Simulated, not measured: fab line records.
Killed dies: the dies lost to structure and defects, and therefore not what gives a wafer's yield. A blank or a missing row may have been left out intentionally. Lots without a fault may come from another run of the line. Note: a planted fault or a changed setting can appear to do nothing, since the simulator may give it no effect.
fab line records -- flow nand-harc
[record] lots = 13, wafers = 39, last-day = 33
route steps=1302 shown P_STI@89 P_GATE@142
lots that met no fault: from a run of the same line without faults
start-h: hours from the record's opening day to when the first of the lot's shown wafers began -- wait-h: hours since the lot's step before -- " as in the row above -- L1.1+2: several wafers, shown together as one row -- - no value, or no start given -- * or withheld: withheld -- < > ~ a bound
route shown NAME@n: a module of which the file shows steps, and the number in the route of the first -- usual: mean/standard deviation of fault-free wafers -- same: alike in all rows -- chamber/n: place in a boat -- sites: readings site by site -- _std_site: the values' standard deviation -- _edge_site: mean of outer sites minus mean of inner sites -- radius-mm: for every site, how far away it sits from the centre of the wafer -- mask NAME#n: copy n -- behind: the last tool/chamber to shape the wafer -- hold: why the lot was held/for how many hours/how that ended -- device: the transistor (n, p or np) that didn't switch -- end of line: tests run on the same wafers once the route is complete -- a step without rows: its recipe alone -- killed: dies lost to structure and defects at the first sort, not the wafer's yield -- map: the dies of a wafer, with x for killed, . for not killed, _ for no die there
set.NAME: setting as actually run; set.NAME@STEP: the setting as run at that earlier step -- model.NAME: the simulator's own value behind a step, which no gauge read
steps of the route over a sample of lots; a table a step, a row a wafer
services: a tool's chamber out of use, with start hour (start-h, from the record's first day; less than 0 if before it), hours out, and reason
[[steps]]
[step NHARC_P_STI_ETCH_31]
[recipe] target-depth-a = 1089, time-s = 54.5, cf4-flow-sccm = 100, chf3-flow-sccm = 30, ar-flow-sccm = 0, rf-w = 500, bias-w = 200, chemistry = CF4/CHF3
[usual] cf4-flow-sccm = 100.0/0.31, chamber-pressure-mTorr = 24.999/0.019, drypump-motor-current-A = 5.59/0.3, oes-product-au = 0.965/0.017, rf-vpp-V = 370.2/2, showerhead-plenum-p-Torr = 1.56/0.055, throttle-valve-pct = 16.802/0.0084
lot.wafer,tool,chamber,start-h,wait-h,cf4-flow-sccm,chamber-pressure-mTorr,drypump-motor-current-A,oes-product-au,rf-hours-counter-h,rf-vpp-V,showerhead-plenum-p-Torr,throttle-valve-pct
L389.4,rie-diel-09,1,-,-,99.9,25.001,5.57,0.973,3,366.9,1.48,16.806
L389.3,rie-diel-09,3,-,-,100.3,25.021,5.87,0.974,4,371.6,1.63,16.793
L389.5,rie-diel-09,0,-,-,99.7,25.005,5.41,0.959,-,371.5,1.61,16.805
L390.2,rie-diel-10,1,-,-,99.7,24.985,5.08,0.961,12,368.5,1.51,16.801
L390.1,rie-diel-10,3,-,-,100.2,24.997,5.77,0.992,13,370.2,1.53,16.794
L390.5,rie-diel-10,1,-,-,100.0,25.003,5.06,0.958,-,369.1,1.52,16.808
L391.2,rie-diel-11,3,-,-,100.3,25.009,6.04,0.949,7,368.8,1.49,16.801
L391.6,rie-diel-11,2,-,-,99.6,24.984,5.28,0.959,-,370.5,1.54,16.804
L391.5,rie-diel-11,3,-,-,100.5,25.032,6.03,0.928,-,366.0,1.49,16.810
L392.4,rie-diel-11,2,-,-,100.6,25.004,5.28,0.987,8,370.2,1.54,16.814
L392.1,rie-diel-11,3,-,-,99.9,24.991,6.04,0.954,8,369.5,1.49,16.796
L392.5,rie-diel-11,1,-,-,100.1,24.987,5.55,0.966,-,373.6,1.66,16.805
L394.6,rie-diel-09,1,-,-,99.8,25.011,5.54,0.982,-,367.4,1.47,16.794
L394.5,rie-diel-09,2,-,-,99.4,25.000,6.05,0.947,-,371.5,1.58,16.791
L394.4,rie-diel-09,3,-,-,99.5,25.019,5.86,0.955,-,373.2,1.63,16.792
L396.4,rie-diel-11,2,-,-,99.8,25.035,5.28,0.945,1,370.5,1.54,16.792
L396.1,rie-diel-11,3,-,-,100.2,24.992,6.04,0.942,1,367.7,1.49,16.808
L396.5,rie-diel-11,2,-,-,100.1,24.990,5.26,0.939,-,368.7,1.54,16.808
L398.3,rie-diel-10,2,-,-,99.9,24.965,5.54,0.983,6,369.0,1.55,16.804
L398.1,rie-diel-10,3,-,-,100.0,24.990,5.75,0.968,6,368.4,1.53,16.796
L398.6,rie-diel-10,0,-,-,100.0,25.018,5.27,0.958,-,372.5,1.62,16.806
L400.3,rie-diel-09,1,-,-,99.5,24.990,5.55,0.991,0,366.3,1.47,16.800
L400.2,rie-diel-09,3,-,-,99.5,25.028,5.87,0.968,0,374.2,1.63,16.796
L400.6,rie-diel-09,1,-,-,100.2,24.976,5.56,0.988,-,366.0,1.47,16.798
L401.1,rie-diel-11,3,-,-,100.1,24.986,6.03,0.957,3,366.9,1.49,16.803
L401.4,rie-diel-11,0,-,-,99.8,25.004,5.61,0.961,3,371.4,1.55,16.794
L401.6,rie-diel-11,3,-,-,100.3,24.994,6.03,0.961,-,367.9,1.49,16.801
L407.2,rie-diel-10,0,-,-,100.3,24.979,5.31,0.956,14,370.6,1.62,16.797
L407.1,rie-diel-10,1,-,-,100.0,25.001,5.10,0.982,14,370.1,1.51,16.807
L407.3,rie-diel-10,3,-,-,100.0,25.001,5.74,0.947,14,369.2,1.53,16.808
L408.1,rie-diel-09,2,-,-,99.9,25.001,6.03,0.974,6,371.4,1.58,16.813
L408.4,rie-diel-09,3,-,-,99.7,25.021,5.87,0.973,5,372.8,1.63,16.818
L408.5,rie-diel-09,2,-,-,100.4,24.965,6.03,0.978,-,370.2,1.58,16.802
L409.3,rie-diel-10,3,-,-,100.1,24.993,5.76,0.969,16,370.0,1.53,16.806
L409.6,rie-diel-10,3,-,-,100.3,24.995,5.74,0.971,-,367.2,1.53,16.792
L409.5,rie-diel-10,0,-,-,100.3,24.973,5.26,0.971,-,371.7,1.62,16.801
L412.1,rie-diel-09,2,-,-,99.9,25.019,6.01,0.908,8,370.4,1.58,16.812
L412.2,rie-diel-09,0,-,-,100.0,25.010,5.39,0.921,7,370.4,1.61,16.812
L412.6,rie-diel-09,2,-,-,99.6,25.008,6.03,0.918,-,373.0,1.58,16.801
[step NHARC_P_GATE_OVL_MEAS_27]
[usual] overlay-x-nm = 0.1/0.64, overlay-y-nm = 0.2/0.92
lot.wafer,tool,chamber,start-h,wait-h,overlay-x-nm,overlay-y-nm
L389.3,overlay-02,-,95.39,-,-0.4,-0.4
L389.4,overlay-02,-,95.39,-,-0.2,0.2
L389.5,overlay-02,-,95.39,-,0.0,-0.1
L390.1,overlay-01,-,111.43,-,-1.0,0.2
L390.2,overlay-01,-,111.43,-,-0.4,0.7
L390.5,overlay-01,-,111.43,-,-0.4,0.4
L391.2,overlay-02,-,114.41,-,0.7,-1.1
L391.5,overlay-02,-,114.41,-,0.9,-0.7
L391.6,overlay-02,-,114.41,-,0.7,-0.9
L392.1,overlay-01,-,130.34,-,0.9,0.0
L392.4,overlay-01,-,130.34,-,1.4,-0.7
L392.5,overlay-01,-,130.34,-,0.8,-0.2
L394.4,overlay-02,-,152.35,-,-1.3,0.3
L394.5,overlay-02,-,152.35,-,-1.4,0.5
L394.6,overlay-02,-,152.35,-,-1.7,0.4
L396.1,overlay-01,-,169.52,-,0.8,1.4
L396.4,overlay-01,-,169.52,-,-0.2,1.9
L396.5,overlay-01,-,169.52,-,0.5,1.5
L398.1,overlay-01,-,191.32,-,0.2,0.1
L398.3,overlay-01,-,191.32,-,0.6,0.4
L398.6,overlay-01,-,191.32,-,0.3,-0.5
L400.2,overlay-01,-,209.51,-,0.1,0.4
L400.3,overlay-01,-,209.51,-,0.8,0.0
L400.6,overlay-01,-,209.51,-,0.5,-0.1
L401.1,overlay-02,-,215.23,-,0.2,-0.4
L401.4,overlay-02,-,215.23,-,0.2,0.1
L401.6,overlay-02,-,215.23,-,0.2,0.3
L407.1,overlay-01,-,286.06,-,0.0,-0.2
L407.2,overlay-01,-,286.06,-,0.0,0.0
L407.3,overlay-01,-,286.06,-,-0.5,-0.4
L409.3,overlay-02,-,291.54,-,0.4,-0.2
L409.5,overlay-02,-,291.54,-,0.6,-0.1
L409.6,overlay-02,-,291.54,-,0.6,0.0
L408.1,overlay-02,-,291.77,-,-0.3,0.1
L408.4,overlay-02,-,291.77,-,0.2,-0.1
L408.5,overlay-02,-,291.77,-,0.3,0.0
L412.1,overlay-02,-,319.89,-,-0.6,-1.4
L412.2,overlay-02,-,319.89,-,-0.7,-1.2
L412.6,overlay-02,-,319.89,-,-0.7,-1.3
[step NHARC_P_GATE_ETCH_114]
[recipe] target-depth-a = 300, overetch-a = 30, time-s = 16.5, ion-energy-ev = 100, cf4-flow-sccm = 80, o2-flow-sccm = 20, ar-flow-sccm = 0, rf-w = 300, bias-w = 100, chemistry = CF4/O2
[usual] cf4-flow-sccm = 79.98/0.22, chamber-pressure-mTorr = 30.000/0.028, drypump-motor-current-A = 5.5/0.33, oes-product-au = 0.997/0.0082, rf-vpp-V = 198.1/1.4, showerhead-plenum-p-Torr = 1.35/0.054, throttle-valve-pct = 13.398/0.0087
lot.wafer,tool,chamber,start-h,wait-h,cf4-flow-sccm,chamber-pressure-mTorr,drypump-motor-current-A,oes-product-au,rf-hours-counter-h,rf-vpp-V,showerhead-plenum-p-Torr,throttle-valve-pct
L389.3,rie-diel-03,1,95,-,79.63,29.992,6.0,1.006,7.0,197.8,1.28,13.400
L389.4,rie-diel-03,3,95,-,79.93,29.981,5.3,1.001,7.0,200.1,1.36,13.394
L389.5,rie-diel-03,1,95,-,79.52,29.966,6.0,0.993,-,198.0,1.28,13.381
L390.1,rie-diel-05,1,111,-,79.98,30.064,5.4,0.984,2.8,199.1,1.39,13.414
L390.2,rie-diel-05,2,111,-,80.15,30.014,5.6,1.002,2.2,196.7,1.29,13.392
L390.5,rie-diel-05,0,111,-,80.02,30.041,5.2,1.002,-,199.3,1.42,13.396
L391.2,rie-diel-02,0,114,-,79.99,30.001,5.5,1.004,4.5,198.4,1.27,13.401
L391.6,rie-diel-02,0,114,-,80.23,30.014,5.5,0.986,-,196.7,1.27,13.392
L391.5,rie-diel-02,1,114,-,80.48,30.003,5.7,0.979,-,197.6,1.38,13.413
L392.1,rie-diel-05,2,130,-,80.00,30.070,5.6,1.009,2.5,196.8,1.29,13.414
L392.4,rie-diel-05,3,130,-,79.90,30.006,6.2,0.990,3.0,198.0,1.38,13.402
L392.5,rie-diel-05,1,130,-,80.17,29.991,5.5,0.976,-,199.3,1.39,13.376
L394.4,rie-diel-05,1,152,-,80.22,30.029,5.5,0.994,4.5,200.2,1.39,13.401
L394.5,rie-diel-05,0,152,-,79.93,29.959,5.2,0.994,-,199.5,1.42,13.400
L394.6,rie-diel-05,1,152,-,80.12,29.965,5.4,0.997,-,198.7,1.39,13.410
L396.4,rie-diel-02,1,170,-,80.40,30.052,5.7,0.995,5.5,198.0,1.38,13.392
L396.1,rie-diel-02,2,170,-,80.04,29.981,5.3,0.994,5.4,196.3,1.27,13.402
L396.5,rie-diel-02,3,170,-,79.92,29.947,5.2,0.995,-,197.4,1.38,13.390
L398.3,rie-diel-05,1,191,-,80.11,29.993,5.4,1.001,6.2,198.8,1.39,13.405
L398.1,rie-diel-05,0,191,-,80.16,29.963,5.2,0.985,7.2,197.4,1.42,13.408
L398.6,rie-diel-05,1,191,-,80.44,30.050,5.4,1.001,-,200.0,1.39,13.401
L400.3,rie-diel-05,1,209,-,80.28,29.953,5.4,0.999,7.8,198.9,1.39,13.379
L400.2,rie-diel-05,2,209,-,80.04,29.997,5.6,1.007,7.7,197.0,1.29,13.390
L400.6,rie-diel-05,2,210,-,79.62,29.956,5.6,1.005,-,197.6,1.29,13.393
L401.4,rie-diel-02,1,215,-,80.14,29.964,5.7,0.985,9.2,198.7,1.38,13.387
L401.1,rie-diel-02,3,215,-,80.34,29.957,5.2,0.997,9.3,198.0,1.38,13.393
L401.6,rie-diel-02,1,215,-,80.20,29.981,5.7,0.986,-,199.3,1.38,13.413
L407.2,rie-diel-02,0,286,-,80.25,29.999,5.5,1.008,4.4,194.2,1.27,13.403
L407.3,rie-diel-02,2,286,-,79.75,30.016,5.3,1.010,4.9,196.6,1.27,13.406
L407.1,rie-diel-02,3,286,-,79.83,29.977,5.2,1.009,3.4,198.6,1.37,13.397
L409.3,rie-diel-02,1,292,-,79.96,29.982,5.7,1.001,2.1,199.3,1.38,13.392
L409.5,rie-diel-02,3,292,-,79.95,29.947,5.2,0.998,-,199.5,1.37,13.408
L409.6,rie-diel-02,0,292,-,80.00,29.997,5.5,0.933,-,196.4,1.27,13.405
L408.1,rie-diel-05,2,292,-,80.19,30.000,5.6,0.993,3.6,196.0,1.29,13.400
L408.4,rie-diel-05,2,292,-,80.13,29.943,5.6,1.003,-,195.4,1.29,13.385
L408.5,rie-diel-05,1,292,-,79.98,30.008,5.4,0.999,-,196.9,1.39,13.403
L412.1,rie-diel-05,0,320,-,80.27,29.977,5.2,0.995,5.5,199.2,1.42,13.397
L412.2,rie-diel-05,1,320,-,79.95,30.002,5.4,0.995,5.3,200.3,1.39,13.394
L412.6,rie-diel-05,0,320,-,80.14,30.034,5.2,1.001,-,198.7,1.42,13.394
[step NHARC_P_GATE_ETCHBACK_37]
[recipe] target-depth-a = 345, time-s = 17.2, chf3-flow-sccm = 50, o2-flow-sccm = 10, ar-flow-sccm = 200, rf-w = 500, bias-w = 200, chemistry = CHF3/O2
[usual] chamber-pressure-mTorr = 25.000/0.021, drypump-motor-current-A = 5.6/0.34, oes-product-au = 0.939/0.029, rf-vpp-V = 371.1/2.2, showerhead-plenum-p-Torr = 2.43/0.094, throttle-valve-pct = 20.571/0.0095
lot.wafer,tool,chamber,start-h,wait-h,chamber-pressure-mTorr,drypump-motor-current-A,oes-product-au,rf-hours-counter-h,rf-vpp-V,showerhead-plenum-p-Torr,throttle-valve-pct
L389.4,rie-diel-02,1,-,-,24.976,5.7,0.909,2.4,372.9,2.48,20.575
L389.3,rie-diel-02,2,-,-,25.041,5.3,0.920,2.8,368.7,2.29,20.577
L389.5,rie-diel-02,0,-,-,24.970,5.5,0.929,-,368.8,2.29,20.568
L390.1,rie-diel-02,2,-,-,24.979,5.3,0.938,4.0,366.9,2.29,20.589
L390.2,rie-diel-02,3,-,-,25.018,5.2,0.947,4.5,372.5,2.47,20.578
L390.5,rie-diel-02,1,-,-,24.992,5.7,0.925,-,372.5,2.48,20.568
L391.2,rie-diel-05,1,-,-,24.995,5.5,0.923,3.0,372.8,2.50,20.581
L391.6,rie-diel-05,2,-,-,25.012,5.6,0.938,-,370.0,2.32,20.551
L391.5,rie-diel-05,3,-,-,24.990,6.2,0.922,-,372.3,2.48,20.564
L392.1,rie-diel-02,0,-,-,24.976,5.5,0.990,6.1,368.4,2.29,20.580
L392.4,rie-diel-02,2,-,-,24.998,5.3,0.983,4.8,367.9,2.29,20.582
L392.5,rie-diel-02,0,-,-,24.999,5.5,0.975,-,370.1,2.29,20.559
L394.4,rie-diel-05,1,-,-,24.996,5.5,0.911,4.6,372.0,2.50,20.571
L394.6,rie-diel-05,1,-,-,25.012,5.5,0.906,-,372.9,2.50,20.579
L394.5,rie-diel-05,2,-,-,24.990,5.6,0.928,-,367.9,2.32,20.565
L396.4,rie-diel-05,3,-,-,25.027,6.2,1.006,6.4,372.7,2.48,20.559
L396.1,rie-diel-05,1,-,-,25.022,5.4,0.995,6.0,372.3,2.50,20.577
L396.5,rie-diel-05,2,-,-,25.025,5.6,1.009,-,369.5,2.32,20.569
L398.3,rie-diel-02,1,-,-,25.011,5.7,0.914,7.1,371.8,2.48,20.570
L398.1,rie-diel-02,3,-,-,25.026,5.2,0.932,8.2,371.7,2.47,20.572
L398.6,rie-diel-02,2,-,-,25.028,5.3,0.921,-,368.6,2.29,20.564
L400.3,rie-diel-05,1,-,-,24.972,5.4,0.914,8.0,374.1,2.50,20.576
L400.2,rie-diel-05,3,-,-,24.988,6.2,0.924,8.5,371.8,2.48,20.561
L400.6,rie-diel-05,0,-,-,24.983,5.2,0.919,-,373.1,2.55,20.571
L401.1,rie-diel-05,0,-,-,25.010,5.2,0.929,8.9,373.8,2.55,20.591
L401.4,rie-diel-05,1,-,-,24.995,5.5,0.924,-,373.0,2.50,20.583
L401.6,rie-diel-05,0,-,-,25.007,5.2,0.913,-,373.5,2.55,20.565
L407.3,rie-diel-05,3,-,-,24.989,6.2,0.987,3.2,373.0,2.48,20.570
L407.2,rie-diel-05,0,-,-,24.980,5.3,0.970,4.3,371.8,2.55,20.562
L407.1,rie-diel-05,1,-,-,25.034,5.4,0.988,4.5,373.7,2.50,20.571
L409.3,rie-diel-05,0,-,-,24.994,5.2,0.924,5.2,372.5,2.55,20.572
L409.6,rie-diel-05,0,-,-,25.011,5.2,0.923,-,374.9,2.55,20.571
L409.5,rie-diel-05,1,-,-,24.972,5.4,0.919,-,373.1,2.50,20.569
L408.1,rie-diel-02,1,-,-,25.007,5.7,0.924,3.2,372.3,2.48,20.571
L408.4,rie-diel-02,0,-,-,24.999,5.5,0.924,6.1,368.1,2.28,20.575
L408.5,rie-diel-02,1,-,-,24.985,5.7,0.924,-,372.0,2.48,20.588
L412.2,rie-diel-02,1,-,-,25.024,5.7,0.925,3.8,370.7,2.48,20.567
L412.1,rie-diel-02,2,-,-,24.965,5.3,0.933,7.0,366.4,2.29,20.571
L412.6,rie-diel-02,1,-,-,24.978,5.7,0.936,-,373.5,2.48,20.583
[[services]]
tool,chamber,start-h,hours,kind
rie-diel-02,3,22.10,4.1,repair
rie-diel-02,-,39.70,9.0,pm
rie-diel-05,-,52.71,9.0,pm
rie-diel-10,-,65.50,9.0,pm
rie-diel-05,-,67.22,3.4,repair
rie-diel-05,1,75.75,5.2,repair
rie-diel-05,3,76.88,5.5,repair
rie-diel-11,-,80.47,9.0,pm
rie-diel-09,-,84.08,0.4,repair
rie-diel-09,0,89.14,13.9,repair
rie-diel-11,-,111.17,0.2,repair
rie-diel-10,0,111.72,4.1,repair
rie-diel-09,3,134.55,3.3,repair
rie-diel-09,-,143.10,9.0,pm
rie-diel-02,1,162.74,4.3,repair
rie-diel-05,2,172.28,2.9,repair
rie-diel-05,2,213.12,16.3,repair
rie-diel-02,-,216.70,9.0,pm
rie-diel-02,3,226.08,7.2,repair
rie-diel-05,-,229.71,9.0,pm
rie-diel-02,0,259.82,4.5,repair
rie-diel-05,-,270.64,0.6,repair
rie-diel-05,0,288.36,4.4,repair
rie-diel-09,-,320.10,9.0,pm
[[key]]
[first-sign] step = NHARC_P_GATE_ETCH_114, reading = oes-product-au, direction = down, sigmas = 7.9, usual = 0.997, struck = 0.933
effect none on later readings
met-at NHARC_P_GATE_ETCH_114
struck-lots L409
struck-wafers L409.6
later-rows-left-out L409.6
sort-left-out L409.6
tester-left-out L409
not-acting-at NHARC_P_STI_ETCH_31,NHARC_P_GATE_OVL_MEAS_27,NHARC_P_GATE_ETCHBACK_37
onset-between 286 292
[fault] kind = process-parameter-drift, tool = rie-diel-02, chamber = 0, onset-h = 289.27, steps = NHARC_P_GATE_ETCH_114, channel = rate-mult, offset = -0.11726, shape = step, end-h = 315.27
// tester-left-out: of these lots the tester's yield and bins aren't shown, on N5 and GAA mostly nor the transistor test; their killed dies are dies lost to structure and defects alone, not to doping, threshold or leakage, so they don't give the yield
// sort-left-out: the simulated sort isn't trusted on such a fault, so these wafers' sort isn't shown, and their yield isn't known
// later-rows-left-out: the simulator's readings of these wafers behind a module that went badly wrong aren't trusted and aren't shown, but for the sort
